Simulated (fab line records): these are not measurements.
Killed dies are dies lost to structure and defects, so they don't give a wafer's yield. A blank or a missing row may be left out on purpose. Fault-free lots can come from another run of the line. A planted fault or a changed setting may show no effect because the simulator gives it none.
Which tool did it?    flow n5Finfet    12 lots with 36 wafers sampled at 4 steps, on a route of 1938 steps

## WHAT THE GAUGES SHOWED, per wafer
The record lacks any reading of a measuring or inspecting step that a usual standard deviation could be used to judge.

## TOOL THAT RAN EACH LOT (tool first, then ch and the chambers of the sampled wafers, then the start)
lot   N5_BEOL_M6_PRE_CLEAN_45      N5_BEOL_M6_SURFACE_TREAT_79  N5_BEOL_M6_ANNEAL_51             N5_BEOL_M7_COAT_59
L928  pvdSputter-01, day 8 15:02   pvdSputter-01, day 8 15:34   rtpAnneal-02 ch 0, day 8 18:10   lithoTrack-03 ch 0, day 8 20:07
L931  pvdSputter-03, day 9 01:45   pvdSputter-01, day 9 02:07   rtpAnneal-01 ch 0, day 9 02:49   lithoTrack-01 ch 0, day 9 05:58
L930  pvdSputter-01, day 9 02:12   pvdSputter-01, day 9 02:37   rtpAnneal-02 ch 0, day 9 03:32   lithoTrack-05 ch 0, day 9 06:19
L932  pvdSputter-02, day 9 13:17   pvdSputter-01, day 9 13:43   rtpAnneal-02 ch 0, day 9 14:34   lithoTrack-01 ch 0, day 9 16:23
L934  pvdSputter-02, day 10 04:47  pvdSputter-01, day 10 05:23  rtpAnneal-01 ch 0, day 10 07:22  lithoTrack-05 ch 0, day 10 09:05
L937  pvdSputter-01, day 10 13:28  pvdSputter-01, day 10 13:53  rtpAnneal-02 ch 0, day 10 14:34  lithoTrack-03 ch 0, day 10 19:37
L936  pvdSputter-01, day 10 20:40  pvdSputter-02, day 10 21:02  rtpAnneal-01 ch 0, day 10 22:16  lithoTrack-01 ch 0, day 11 01:01
L940  pvdSputter-02, day 11 18:52  pvdSputter-02, day 11 19:15  rtpAnneal-01 ch 0, day 11 19:43  lithoTrack-05 ch 0, day 11 22:04
L943  pvdSputter-02, day 12 12:59  pvdSputter-01, day 12 13:20  rtpAnneal-02 ch 0, day 12 14:02  lithoTrack-03 ch 0, day 12 16:29
L945  pvdSputter-02, day 12 17:16  pvdSputter-02, day 12 19:19  rtpAnneal-01 ch 0, day 12 19:46  lithoTrack-05 ch 0, day 12 22:54
L944  pvdSputter-02, day 12 20:20  pvdSputter-03, day 12 20:44  rtpAnneal-01 ch 0, day 12 21:13  lithoTrack-05 ch 0, day 12 23:47
L950  pvdSputter-02, day 14 00:27  pvdSputter-01, day 14 01:33  rtpAnneal-02 ch 0, day 14 05:12  lithoTrack-01 ch 0, day 14 07:16
- N5_BEOL_M6_PRE_CLEAN_45: time 30 s.
- N5_BEOL_M6_SURFACE_TREAT_79
- N5_BEOL_M6_ANNEAL_51: time 90 s.
- N5_BEOL_M7_COAT_59: time 60 s, resist thk 100 nm.

## AS READ BY THE TOOLS THEMSELVES (means over the sampled wafers that have a number; for cases with no such wafer, the mark the record gives instead)
N5_BEOL_M6_PRE_CLEAN_45. Usual: heaterPowerW reads 347 W (standard deviation 42).
lot   tool           heaterPowerW (W)  flag
L928  pvdSputter-01  355               
L931  pvdSputter-03  341               
L930  pvdSputter-01  341               
L932  pvdSputter-02  337               
L934  pvdSputter-02  317               
L937  pvdSputter-01  364               
L936  pvdSputter-01  346               
L940  pvdSputter-02  325               
L943  pvdSputter-02  338               
L945  pvdSputter-02  320               
L944  pvdSputter-02  319               
L950  pvdSputter-02  338               

N5_BEOL_M6_ANNEAL_51. Usual: wafer_temp_C_max reads 226.09 (standard deviation 0.27).
lot   tool          wafer_temp_C_max  flag
L928  rtpAnneal-02  226.16            
L931  rtpAnneal-01  225.98            
L930  rtpAnneal-02  226.20            
L932  rtpAnneal-02  226.19            
L934  rtpAnneal-01  225.78            
L937  rtpAnneal-02  226.42            
L936  rtpAnneal-01  226.04            
L940  rtpAnneal-01  225.99            
L943  rtpAnneal-02  225.91            
L945  rtpAnneal-01  226.07            
L944  rtpAnneal-01  226.26            
L950  rtpAnneal-02  225.99            

N5_BEOL_M7_COAT_59. Usual: spinSpeedRpm reads 1499.9 rpm (standard deviation 1).
lot   tool           spinSpeedRpm (rpm)  flag
L928  lithoTrack-03  1499.0              
L931  lithoTrack-01  1500.6              
L930  lithoTrack-05  1499.8              
L932  lithoTrack-01  1498.8              
L934  lithoTrack-05  1500.4              
L937  lithoTrack-03  1501.0              
L936  lithoTrack-01  1499.1              
L940  lithoTrack-05  1500.7              
L943  lithoTrack-03  1499.8              
L945  lithoTrack-05  1668.7              OFF
L944  lithoTrack-05  1669.2              OFF
L950  lithoTrack-01  1499.5              

## THE ANSWER, worked out from the rows above alone
Rule: lot off if the mean of its wafers having a number is beyond 3 standard deviations from the usual mean. Also off: a lot with no number at a reading for which 4 or more lots have one. Any other lot the step has rows for is counted as sound. First the gauges in route order, then the tools' own readings, where a lot's mean is used as printed above. The first step at which some lot is off is used, and at that step the reading that is off furthest; a lot without a number counts as furthest.
Off, at N5_BEOL_M7_COAT_59 on spinSpeedRpm: L945, L944.
If a tool, at that step or one of the process steps before it, ran each lot that is off and ran no sound lot following the first of them, it fits. 2 tools fit, rtpAnneal-01 at N5_BEOL_M6_ANNEAL_51 and lithoTrack-05 at N5_BEOL_M7_COAT_59, so this cannot tell which one it is.

## WHAT THE SIMULATOR HAD INSERTED
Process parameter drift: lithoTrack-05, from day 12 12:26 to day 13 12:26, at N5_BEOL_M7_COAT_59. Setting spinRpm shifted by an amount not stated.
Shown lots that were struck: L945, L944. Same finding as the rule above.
